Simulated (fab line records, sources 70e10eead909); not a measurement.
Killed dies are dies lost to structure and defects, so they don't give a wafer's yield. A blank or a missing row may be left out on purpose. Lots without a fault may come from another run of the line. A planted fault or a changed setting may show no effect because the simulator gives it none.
Chamber matching | flow nand_harc | NHARC_A_STAIRCASE_DEP_471 on pecvd-04: 3 sister chambers
The step deposits SiO2, target thk 100 nm. 6 wafers are shown with their chamber, then 9 later ones without.

WAFERS WITH THEIR CHAMBER
wafer  | chamber | heater_power_outer_w (W) | throttle_valve_pct (%)
L082.6 | 1       | 275                      | 16.2
L085.2 | 2       | 296                      | 17.3
L085.4 | 1       | 293                      | 16.3
L090.1 | 2       | 285                      | 16.9
L090.2 | 0       | 137                      | 15.3
L090.5 | 0       | 142                      | 15.7

WAFERS WITHOUT THEIR CHAMBER
wafer  | heater_power_outer_w (W) | throttle_valve_pct (%)
L089.1 | 308                      | 17.0
L089.4 | 173                      | 15.7
L089.5 | 311                      | 16.9
L093.3 | 187                      | 15.8
L093.5 | 191                      | 15.8
L093.6 | 298                      | 15.6
L094.2 | 290                      | 16.9
L094.3 | 260                      | 15.7
L094.4 | 299                      | 17.0

WHICH CHAMBER EACH WENT THROUGH
wafer  | from the rows above     | in truth
L089.1 | 2                       | 2
L089.4 | 0                       | 0
L089.5 | can't be placed: 2 or 1 | 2
L093.3 | 0                       | 0
L093.5 | 0                       | 0
L093.6 | 1                       | 1
L094.2 | can't be placed: 2 or 1 | 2
L094.3 | 1                       | 1
L094.4 | 2                       | 2
Placed correctly: 7 of 9. Can't be placed from these rows: 2 (the true chamber is among the candidates in 2). Placed wrongly: 0.
How it was worked out, from the rows above alone: a wafer's distance from a chamber is the root of the sum, over the readings, of the square of ((its reading less the chamber's mean) divided by the reading's scatter). The wafer belongs to the nearest chamber; if the next one is less than 2 further off, it can't be placed. A chamber's mean is the mean of its shown wafers. The scatter: the root of (the sum of the squares of (reading less its chamber's mean) over the shown wafers, divided by (wafers less chambers)).
